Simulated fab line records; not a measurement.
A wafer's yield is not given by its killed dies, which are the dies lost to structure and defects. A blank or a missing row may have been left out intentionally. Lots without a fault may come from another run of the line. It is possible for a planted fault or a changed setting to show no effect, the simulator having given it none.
fab line records    flow n5_finfet
record lots=6  wafers=18  last_day=18
route steps=1938 shown BEOL_M6@1203
lots with no fault: from the same line, run without faults
start_h: the number of hours between the record's first day and the start of the first shown wafer of the lot    wait_h: hours from the lot's prior step to this one    " repeats the value in the row above    L1.1+2: a row that stands for several wafers    - no value, or no start was given    * or withheld: withheld    < > ~ a bound
route shown NAME@n: NAME is a module with steps in the file, n the number in the route of the first one    usual: the fault-free wafers' mean and standard deviation    same: alike in all rows    chamber/n: place in a boat    sites: readings site by site    _std_site: their standard deviation    _edge_site: inner sites' mean taken away from outer sites' mean    radius_mm: how far each site lies from the wafer's centre    mask NAME#n: copy n    behind: the last tool/chamber to shape the wafer    hold: the reason the lot was held/the length of the hold in hours/how it ended    device: names the non-switching transistor (n, p or np)    end of line: the tests these same wafers got at the end of their route    a step with no rows: only its recipe    killed: dies that structure and defects cost at the first sort, which is not the same as the wafer's yield    map: a wafer's dies, x killed, . not, _ none there
set.NAME: the setting that was run; set.NAME@STEP: the one run at that earlier step    model.NAME: the simulator's own value behind a step, which no gauge read
lots seen at some steps along the route; tables by step, rows by wafer
services: from which hour (start_h, from the record's first day; less than 0 if before it) a tool's chamber was out of use, for how many hours, and why
## steps
# step N5_BEOL_M6_SOFTBAKE_06
# recipe temp_c=110  time_s=60  resist=CAR-ArF
# step N5_BEOL_M6_EXPOSE_08
# recipe mask_id=M6  na=1.35  source_shape=dipole  sigma_inner=0.817  sigma_outer=0.97  polarization=te  dose_mj=68.25
# step N5_BEOL_M6_PEB_09
# recipe peb_temp_c=withheld  peb_time_s=60  resist=CAR-ArF
# step N5_BEOL_M6_DEVELOP_10
# recipe develop_time_s=30  developer=TMAH  resist=CAR-ArF  rinse_liquid=diw  dry=air_spin  dev_temp_c=23
# step N5_BEOL_M6_CD_MEAS_11
# recipe target_cd_nm=38.5  landing_energy_ev=500  detector=se_inlens  polarity=opening
# usual cd_nm=38.6/0.53
lot.wafer  tool       chamber  start_h  wait_h  cd_nm
L489.1     cd_sem-02  0        204.33   -       38.5
L489.2     "          0        "        "       38.6
L489.4     "          0        "        "       38.9
L491.1     cd_sem-03  0        228.95   -       38.2
L491.4     "          0        "        "       38.2
L491.5     "          0        "        "       39.4
L495.1     cd_sem-01  0        235.95   -       37.9
L495.2     "          0        "        "       38.2
L495.6     "          0        "        "       38.1
L501.1     cd_sem-02  0        278.42   -       39.2
L501.2     "          0        "        "       38.4
L501.3     "          0        "        "       38.9
L507.3     cd_sem-02  0        321.41   -       38.4
L507.5     "          0        "        "       38.3
L507.6     "          0        "        "       38.8
L509.2     cd_sem-02  0        335.38   -       38.6
L509.4     "          0        "        "       38.1
L509.6     "          0        "        "       38.6
# step N5_BEOL_M6_OVL_MEAS_12
# recipe points_per_wafer=44
# usual M6_OVL=-1.0/0.76
lot.wafer  tool        chamber  start_h  wait_h  M6_OVL[nm]
L489.1     overlay-02  0        204.36   0.0     -0.9
L489.2     "           0        "        "       -0.7
L489.4     "           0        "        "       -1.3
L491.1     overlay-01  0        228.98   0.0     -1.0
L491.4     "           0        "        "       -1.6
L491.5     "           0        "        "       -0.5
L495.1     overlay-02  0        235.98   0.0     -0.7
L495.2     "           0        "        "       0.0
L495.6     "           0        "        "       -0.4
L501.1     overlay-01  0        278.45   0.0     -1.2
L501.2     "           0        "        "       -0.6
L501.3     "           0        "        "       -1.1
L507.3     overlay-01  0        321.45   0.0     -0.7
L507.5     "           0        "        "       -1.3
L507.6     "           0        "        "       -0.2
L509.2     overlay-02  0        335.41   0.0     -0.3
L509.4     "           0        "        "       -0.3
L509.6     "           0        "        "       0.0
# step N5_BEOL_M6_INSPECT_13
# recipe mode=adi  inspect_instrument=brightfield
# usual raw_defect_count=441/91
lot.wafer  tool               chamber  start_h  wait_h  raw_defect_count
L489.1     defect_inspect-02  -        204.38   0.0     421
L489.2     "                  -        "        "       605
L489.4     "                  -        "        "       525
L491.1     defect_inspect-02  -        229.01   0.0     466
L491.4     "                  -        "        "       339
L491.5     "                  -        "        "       589
L495.1     defect_inspect-01  -        236.00   0.0     403
L495.2     "                  -        "        "       296
L495.6     "                  -        "        "       470
L501.1     defect_inspect-01  -        278.47   0.0     374
L501.2     "                  -        "        "       477
L501.3     "                  -        "        "       519
L507.3     defect_inspect-02  -        321.47   0.0     490
L507.5     "                  -        "        "       355
L507.6     "                  -        "        "       428
L509.2     defect_inspect-02  -        335.43   0.0     496
L509.4     "                  -        "        "       561
L509.6     "                  -        "        "       449
# step N5_BEOL_M6_DESCUM_16
# recipe chemistry=O2  time_s=7.9  source_power_w=50  bias_power_w=20  pressure_mtorr=20  rf_frequency_hz=2.712e+07  temp_c=40  resist=CAR-ArF  o2_flow_sccm=225
# usual bias_power_w=19.99/0.059  drypump_motor_current_A=5.9/0.4  o2_flow_sccm=225.2/0.73  oes_product_au=0.78/0.1  rf_fwd_power_W=49.34/0.27  rf_vpp_V=242.7/1.4  showerhead_plenum_p_Torr=2.06/0.079  throttle_valve_pct=20.37/0.22
lot.wafer  tool         chamber  start_h  wait_h  bias_power_w  drypump_motor_current_A  o2_flow_sccm  oes_product_au  rf_fwd_power_W  rf_hours_counter_h  rf_vpp_V  showerhead_plenum_p_Torr  throttle_valve_pct
L489.1     rie_diel-03  0        204.48   0.1     19.98         6.3                      224.3         0.65            48.79           247                 243.1     2.07                      20.63
L489.2     "            1        "        "       20.04         6.3                      225.1         0.76            49.30           129                 245.8     2.10                      20.45
L489.4     "            3        "        "       19.92         5.9                      226.1         0.72            49.63           -                   243.4     2.05                      20.03
L491.1     rie_diel-03  2        229.04   0.0     20.04         5.5                      224.1         0.99            49.54           3                   243.3     2.04                      19.96
L491.4     "            1        "        "       20.06         6.3                      224.9         0.76            49.35           -                   242.7     2.09                      20.45
L491.5     "            2        "        "       20.04         5.5                      224.1         0.99            49.22           -                   242.5     2.04                      19.95
L495.1     rie_diel-05  1        236.21   0.2     20.07         5.1                      226.4         0.68            49.35           236                 244.1     2.17                      20.82
L495.2     "            2        "        "       19.99         5.5                      225.4         0.89            48.86           37                  243.4     2.03                      20.05
L495.6     "            1        "        "       20.04         5.1                      226.3         0.68            49.29           -                   243.3     2.17                      20.82
L501.1     rie_diel-03  1        278.51   0.0     20.14         6.3                      224.6         0.74            49.33           155                 242.3     2.09                      20.49
L501.2     "            0        "        "       19.98         6.3                      224.9         0.95            49.18           12                  242.5     2.06                      20.29
L501.3     "            2        "        "       19.99         5.5                      225.3         0.94            49.65           20                  242.8     2.03                      19.99
L507.3     rie_diel-02  3        321.51   0.0     19.98         6.0                      225.7         0.79            49.63           101                 240.3     2.01                      20.48
L507.5     "            0        "        "       19.94         6.3                      225.4         0.71            49.52           -                   239.3     1.89                      20.48
L507.6     "            1        "        "       20.00         5.4                      225.6         0.69            49.18           -                   243.9     2.15                      20.33
L509.2     rie_diel-02  1        335.47   0.0     19.96         5.4                      225.4         0.69            49.28           243                 244.7     2.15                      20.33
L509.4     "            2        "        "       19.95         5.8                      225.8         0.86            48.95           50                  241.8     2.05                      20.42
L509.6     "            2        "        "       19.94         5.8                      224.6         0.85            49.18           -                   242.3     2.05                      20.42
# step N5_BEOL_M6_ETCH_61
# recipe chemistry=CF4  target=SiARC  target_depth_a=455  mask_material=CAR-ArF  time_s=75.8  ion_energy_ev=80  pressure_mtorr=40  source_w=545  bias_w=36  Ar_flow_sccm=100  cf4_flow_sccm=100  ends=cleared
# usual cf4_flow_sccm=100.0/0.32  drypump_motor_current_A=5.9/0.4  etch_rf_on_time_s=75.5/1.7  oes_product_au=0.67/0.086  rf_fwd_power_W=539.2/2.7  rf_vpp_V=183.6/1.2  showerhead_plenum_p_Torr=2.11/0.072  throttle_valve_pct=15.59/0.2
lot.wafer  tool         chamber  start_h  wait_h  cf4_flow_sccm  drypump_motor_current_A  etch_rf_on_time_s  oes_product_au  rf_fwd_power_W  rf_hours_counter_h  rf_vpp_V  showerhead_plenum_p_Torr  throttle_valve_pct
L489.1     rie_diel-03  0        204.52   0.0     99.5           6.3                      77.3               0.56            535.6           247                 184.3     2.11                      15.86
L489.2     "            1        "        "       100.3          6.4                      77.2               0.65            543.4           129                 183.8     2.14                      15.62
L489.4     "            3        "        "       99.9           5.9                      73.8               0.62            541.1           -                   183.5     2.13                      15.47
L491.1     rie_diel-03  2        229.08   0.0     100.1          5.5                      72.8               0.86            538.4           3                   182.9     2.11                      15.23
L491.4     "            1        "        "       100.0          6.3                      77.0               0.65            536.3           -                   184.2     2.14                      15.62
L491.5     "            2        "        "       99.9           5.5                      73.2               0.86            538.9           -                   183.4     2.11                      15.22
L495.1     rie_diel-05  1        236.25   0.0     100.2          5.1                      76.5               0.58            542.2           236                 184.6     2.19                      15.90
L495.2     "            2        "        "       100.4          5.5                      77.8               0.74            539.6           37                  184.9     2.09                      15.28
L495.6     "            1        "        "       99.5           5.1                      76.4               0.58            539.9           -                   184.8     2.19                      15.90
L501.1     rie_diel-03  1        278.54   0.0     100.0          6.3                      76.3               0.64            538.2           155                 184.5     2.14                      15.65
L501.2     "            0        "        "       99.8           6.3                      74.0               0.83            540.5           12                  183.3     2.10                      15.39
L501.3     "            2        "        "       100.0          5.5                      72.0               0.82            541.9           20                  181.8     2.10                      15.26
L507.3     rie_diel-02  3        321.54   0.0     99.8           6.0                      75.8               0.67            542.0           101                 182.8     2.06                      15.67
L507.5     "            0        "        "       100.0          6.3                      75.6               0.60            540.5           -                   181.6     1.95                      15.78
L507.6     "            1        "        "       99.9           5.4                      79.2               0.58            540.5           -                   183.0     2.20                      15.61
L509.2     rie_diel-02  1        335.50   0.0     100.0          5.4                      78.9               0.58            538.8           243                 183.7     2.20                      15.62
L509.4     "            2        "        "       99.9           5.8                      75.5               0.71            535.5           50                  183.0     2.09                      15.51
L509.6     "            2        "        "       99.6           5.7                      75.5               0.73            535.4           -                   183.0     2.09                      15.52
# step N5_BEOL_M6_ETCH_62
# recipe chemistry=N2/H2  target=SOC  target_depth_a=1100  overetch_a=220  mask_material=SiARC  temp_c=40  time_s=165  ion_energy_ev=200  pressure_mtorr=30  source_w=840  bias_w=150  n2_flow_sccm=200  h2_flow_sccm=200
# usual drypump_motor_current_A=5.9/0.4  oes_product_au=0.66/0.082  rf_fwd_power_W=837.3/2.7  rf_vpp_V=523.0/2.6  showerhead_plenum_p_Torr=2.51/0.09  throttle_valve_pct=17.78/0.21
lot.wafer  tool         chamber  start_h  wait_h  drypump_motor_current_A  oes_product_au  rf_fwd_power_W  rf_hours_counter_h  rf_vpp_V  showerhead_plenum_p_Torr  throttle_valve_pct
L489.1     rie_diel-03  0        204.57   0.0     6.3                      0.57            833.6           247                 523.2     2.50                      17.98
L489.2     "            1        "        "       6.3                      0.64            836.9           129                 525.0     2.54                      17.74
L489.4     "            3        "        "       5.9                      0.60            839.9           -                   522.8     2.54                      17.70
L491.1     rie_diel-03  2        229.13   0.0     5.5                      0.83            835.7           3                   522.5     2.48                      17.39
L491.4     "            1        "        "       6.3                      0.65            832.3           -                   523.5     2.54                      17.74
L491.5     "            2        "        "       5.5                      0.83            833.2           -                   522.0     2.48                      17.41
L495.1     rie_diel-05  1        236.30   0.0     5.1                      0.59            840.6           236                 524.4     2.61                      18.04
L495.2     "            2        "        "       5.5                      0.74            838.7           37                  522.6     2.48                      17.44
L495.6     "            1        "        "       5.1                      0.58            835.0           -                   526.6     2.61                      18.04
L501.1     rie_diel-03  1        278.60   0.0     6.4                      0.63            835.1           155                 523.4     2.53                      17.79
L501.2     "            0        "        "       6.3                      0.81            836.1           12                  522.0     2.49                      17.56
L501.3     "            2        "        "       5.5                      0.79            837.3           20                  522.3     2.48                      17.42
L507.3     rie_diel-02  3        321.60   0.0     5.9                      0.66            837.3           101                 520.9     2.44                      17.82
L507.5     "            0        "        "       6.3                      0.60            840.4           -                   519.2     2.32                      17.99
L507.6     "            1        "        "       5.4                      0.59            839.6           -                   525.4     2.63                      17.92
L509.2     rie_diel-02  1        335.56   0.0     5.4                      0.58            833.8           243                 525.9     2.62                      17.91
L509.4     "            2        "        "       5.8                      0.72            835.8           50                  521.1     2.46                      17.71
L509.6     "            2        "        "       5.8                      0.72            834.1           -                   522.3     2.46                      17.71
# step N5_BEOL_M6_STRIP_68
# recipe chemistry=N2/H2  temp_c=40  n2_flow_sccm=200  h2_flow_sccm=200  rf_frequency_hz=6e+07
# step N5_BEOL_M6_STRIP_67
# recipe chemistry=CF4  resist=SiARC  power_w=300  bias_power_w=75  pressure_mtorr=50  cf4_flow_sccm=150  rf_frequency_hz=6e+07
# usual bias_power_w=75.03/0.24  cf4_flow_sccm=150.0/0.45  drypump_motor_current_A=5.9/0.41  oes_product_au=0.78/0.096  rf_vpp_V=270.7/1.6  showerhead_plenum_p_Torr=1.77/0.058  throttle_valve_pct=13.56/0.2
lot.wafer  tool         chamber  start_h  wait_h  bias_power_w  cf4_flow_sccm  drypump_motor_current_A  oes_product_au  rf_hours_counter_h  rf_vpp_V  showerhead_plenum_p_Torr  throttle_valve_pct
L489.1     rie_diel-03  0        204.72   0.0     75.07         150.0          6.3                      0.68            247                 268.1     1.77                      13.89
L489.2     "            1        "        "       75.05         150.2          6.4                      0.77            129                 271.1     1.79                      13.52
L489.4     "            3        "        "       75.17         149.7          5.9                      0.71            -                   269.9     1.78                      13.47
L491.1     rie_diel-03  2        229.28   0.0     74.60         149.9          5.5                      1.00            3                   271.1     1.77                      13.17
L491.4     "            1        "        "       74.85         149.6          6.4                      0.76            -                   272.2     1.78                      13.56
L491.5     "            2        "        "       75.29         150.5          5.5                      0.97            -                   270.5     1.76                      13.17
L495.1     rie_diel-05  1        236.45   0.0     75.59         151.3          5.1                      0.69            236                 273.7     1.82                      13.89
L495.2     "            2        "        "       75.13         149.7          5.5                      0.87            37                  269.9     1.75                      13.22
L495.6     "            1        "        "       75.21         150.0          5.1                      0.68            -                   271.8     1.82                      13.89
L501.1     rie_diel-03  1        278.74   0.0     75.39         149.2          6.3                      0.75            155                 271.7     1.78                      13.59
L501.2     "            0        "        "       74.97         150.5          6.3                      0.96            12                  270.2     1.77                      13.38
L501.3     "            2        "        "       75.43         150.1          5.5                      0.93            20                  271.1     1.76                      13.21
L507.3     rie_diel-02  3        321.74   0.0     75.05         149.6          5.9                      0.78            101                 267.1     1.73                      13.65
L507.5     "            0        "        "       75.10         150.3          6.4                      0.71            -                   267.2     1.63                      13.74
L507.6     "            1        "        "       75.38         150.0          5.4                      0.69            -                   272.4     1.83                      13.58
L509.2     rie_diel-02  1        335.71   0.0     75.05         150.4          5.4                      0.69            243                 273.2     1.83                      13.61
L509.4     "            2        "        "       75.21         149.8          5.8                      0.85            50                  271.3     1.76                      13.48
L509.6     "            2        "        "       75.16         150.2          5.8                      0.85            -                   271.8     1.76                      13.50
# step N5_BEOL_M6_HM_OPEN_17
# recipe chemistry=Cl2/BCl3  target_depth_a=200  overetch_a=60  target=TiN  mask_material=SOC  ion_energy_ev=150  pressure_mtorr=10  icp_w=1000  bias_w=126  Cl2_flow_sccm=53.25  bcl3_flow_sccm=21.75  Ar_flow_sccm=25
# usual bcl3_flow_sccm=21.76/0.061  bias_w=126.0/0.38  drypump_motor_current_A=5.8/0.39  oes_product_au=0.62/0.081  rf_fwd_power_W=992/3.7  throttle_valve_pct=22.28/0.23
lot.wafer  tool          chamber  start_h  wait_h  bcl3_flow_sccm  bias_w  drypump_motor_current_A  oes_product_au  rf_fwd_power_W  rf_hours_counter_h  throttle_valve_pct  model.SOC_of_BEOL_M6_COAT_59.thk_nm
L489.1     rie_metal-02  0        204.76   0.0     21.79           126.8   5.7                      0.52            989             127                 22.30               91.6
L489.2     "             1        "        "       21.63           126.4   5.1                      0.61            983             78                  22.53               91.6
L489.4     "             1        "        "       21.76           125.7   5.1                      0.60            989             -                   22.54               92
L491.1     rie_metal-01  1        229.32   0.0     -               -       -                        -               -               -                   -                   99.8
L491.4     "             1        "        "       -               -       -                        -               -               -                   -                   100
L491.5     "             0        "        "       -               -       -                        -               -               -                   -                   100
L495.1     rie_metal-01  1        236.49   0.0     -               -       -                        -               -               -                   -                   99.8
L495.2     "             0        "        "       -               -       -                        -               -               -                   -                   100.2
L495.6     "             1        "        "       -               -       -                        -               -               -                   -                   99.8
L501.1     rie_metal-01  0        278.79   0.0     21.80           125.9   6.1                      0.53            991             117                 22.50               92.4
L501.2     "             1        "        "       21.82           125.9   6.0                      0.59            995             83                  21.98               91.8
L501.3     "             1        "        "       21.75           126.2   5.9                      0.60            996             -                   21.99               92.2
L507.3     rie_metal-03  0        321.82   0.1     21.80           126.0   5.9                      0.67            988             -                   22.37               92
L507.5     "             0        "        "       21.78           125.5   5.9                      0.68            995             -                   22.35               92.2
L507.6     "             1        "        "       21.71           126.1   6.4                      0.57            991             -                   22.35               92.2
L509.2     rie_metal-03  1        335.75   0.0     21.66           126.2   6.4                      0.58            988             93                  22.34               92.4
L509.4     "             0        "        "       21.87           126.4   5.9                      0.68            987             -                   22.37               92.4
L509.6     "             0        "        "       21.74           126.3   5.9                      0.67            984             -                   22.37               92.6
# step N5_BEOL_M6_STRIP_19
# recipe chemistry=O2  power_w=400  temp_c=40  pressure_mtorr=30  rf_frequency_hz=6e+07  bias_power_w=0  overash_fraction=0.2  o2_flow_sccm=225
# usual drypump_motor_current_A=5.9/0.39  o2_flow_sccm=225.0/0.74  oes_product_au=0.80/0.11  rf_vpp_V=3.7/0.6  showerhead_plenum_p_Torr=2.07/0.062  throttle_valve_pct=16.58/0.24
# same bias_power_w=0
lot.wafer  tool         chamber  start_h  wait_h  drypump_motor_current_A  o2_flow_sccm  oes_product_au  rf_hours_counter_h  rf_vpp_V  showerhead_plenum_p_Torr  throttle_valve_pct
L489.1     rie_diel-03  0        204.87   0.1     6.3                      225.6         0.66            247                 4.0       2.07                      16.93
L489.2     "            1        "        "       6.4                      224.8         0.76            129                 5.1       2.10                      16.69
L489.4     "            3        "        "       5.9                      225.8         0.72            -                   3.9       2.06                      16.40
L491.1     rie_diel-03  3        229.43   0.1     5.9                      225.1         0.71            215                 2.5       2.05                      16.39
L491.4     "            2        "        "       5.5                      225.0         0.99            -                   3.1       2.04                      16.20
L491.5     "            3        "        "       5.9                      225.0         0.71            -                   4.3       2.05                      16.42
L495.1     rie_diel-03  3        236.68   0.2     6.0                      225.5         0.70            218                 3.7       2.05                      16.41
L495.2     "            2        "        "       5.4                      225.8         0.98            7                   4.1       2.04                      16.18
L495.6     "            3        "        "       5.9                      224.2         0.71            -                   3.1       2.05                      16.41
L501.1     rie_diel-02  1        278.90   0.1     5.4                      224.4         0.70            220                 3.2       2.16                      16.60
L501.2     "            2        "        "       5.8                      224.6         0.89            27                  3.7       2.06                      16.58
L501.3     "            3        "        "       6.0                      224.2         0.81            84                  3.9       2.02                      16.70
L507.3     rie_diel-03  0        321.97   0.1     6.3                      225.0         0.93            30                  3.8       2.06                      16.53
L507.5     "            0        "        "       6.3                      225.3         0.92            -                   3.4       2.06                      16.52
L507.6     "            2        "        "       5.5                      224.8         0.91            -                   3.4       2.03                      16.24
L509.2     rie_diel-02  1        335.86   0.1     5.3                      224.4         0.68            243                 3.3       2.15                      16.63
L509.4     "            0        "        "       6.3                      224.0         0.71            203                 3.5       1.89                      16.81
L509.6     "            2        "        "       5.8                      224.9         0.84            -                   4.1       2.05                      16.62
# step N5_BEOL_M6_CD_MEAS_18
# recipe pitch_nm=80  target_cd_nm=40
# usual cd_nm=40.1/0.77
lot.wafer  tool       chamber  start_h  wait_h  cd_nm
L489.1     cd_sem-02  -        204.94   0.0     40.1
L489.2     "          -        "        "       40.4
L489.4     "          -        "        "       41.3
L491.1     cd_sem-03  -        229.50   0.0     -
L491.4     "          -        "        "       -
L491.5     "          -        "        "       -
L495.1     cd_sem-02  -        236.75   0.0     -
L495.2     "          -        "        "       -
L495.6     "          -        "        "       -
L501.1     cd_sem-01  -        278.97   0.0     41.1
L501.2     "          -        "        "       39.9
L501.3     "          -        "        "       41.7
L507.3     cd_sem-02  -        322.04   0.1     40.0
L507.5     "          -        "        "       39.2
L507.6     "          -        "        "       39.8
L509.2     cd_sem-02  -        335.93   0.1     38.9
L509.4     "          -        "        "       38.9
L509.6     "          -        "        "       39.7
# step N5_BEOL_M6_COAT_63
# recipe resist=SOC  temp_c=250  time_s=60  spin_rpm=1500  resist_thk_nm=60
## services
tool          chamber  start_h  hours  kind
rie_metal-02  0        181.74   5.7    repair
rie_metal-02  1        183.45   6.3    repair
rie_diel-02   2        188.84   -      clean
rie_metal-03  -        195.21   10.0   pm
rie_diel-03   2        203.59   -      clean
rie_diel-03   2        203.59   -      consumable_replace:focus_ring
rie_diel-03   2        203.59   17.8   scheduled_down
rie_diel-03   2        203.59   17.8   vent_cycle
rie_metal-03  -        209.18   0.2    repair
rie_diel-03   1        217.32   3.5    repair
rie_diel-03   0        221.39   -      clean
rie_diel-03   0        221.39   -      consumable_replace:focus_ring
rie_diel-03   0        221.39   21.7   scheduled_down
rie_diel-03   0        221.39   21.7   vent_cycle
rie_metal-03  -        240.62   28.1   pm
rie_metal-01  -        242.66   2.8    pm
rie_diel-05   3        253.97   1.8    repair
rie_diel-02   1        259.41   3.0    repair
rie_diel-02   0        272.35   6.4    repair
rie_diel-03   3        272.91   8.3    repair
rie_diel-03   2        308.08   2.5    repair
rie_diel-03   3        308.34   5.9    repair
rie_diel-03   1        314.59   8.3    repair
rie_diel-05   2        335.38   4.5    repair
## key
first_sign step=N5_BEOL_M6_HM_OPEN_17  reading=tool_record  direction=missing
effect step=N5_BEOL_M6_CD_MEAS_18  reading=cd_nm  direction=missing
model_effect step=N5_BEOL_M6_HM_OPEN_17  value=SOC_of_BEOL_M6_COAT_59.thk_nm  without=91.8  struck=99.93
met_at N5_BEOL_M6_HM_OPEN_17
struck_wafers L491.1,L491.4,L491.5,L495.1,L495.2,L495.6
later_rows_left_out L491.1,L491.4,L491.5,L495.1,L495.2,L495.6
sort_left_out L491.1,L491.4,L491.5,L495.1,L495.2,L495.6
fault kind=skipped_step_whole  tool=rie_metal-01  chamber=-  onset_h=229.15  steps=N5_BEOL_M6_HM_OPEN_17  scope=struck_lots_only
# sort_left_out: the simulated sort isn't trusted on such a fault, so these wafers' sort isn't shown, and their yield isn't known
# later_rows_left_out: the simulator's readings of these wafers behind a module that went badly wrong aren't trusted and aren't shown, but for the sort
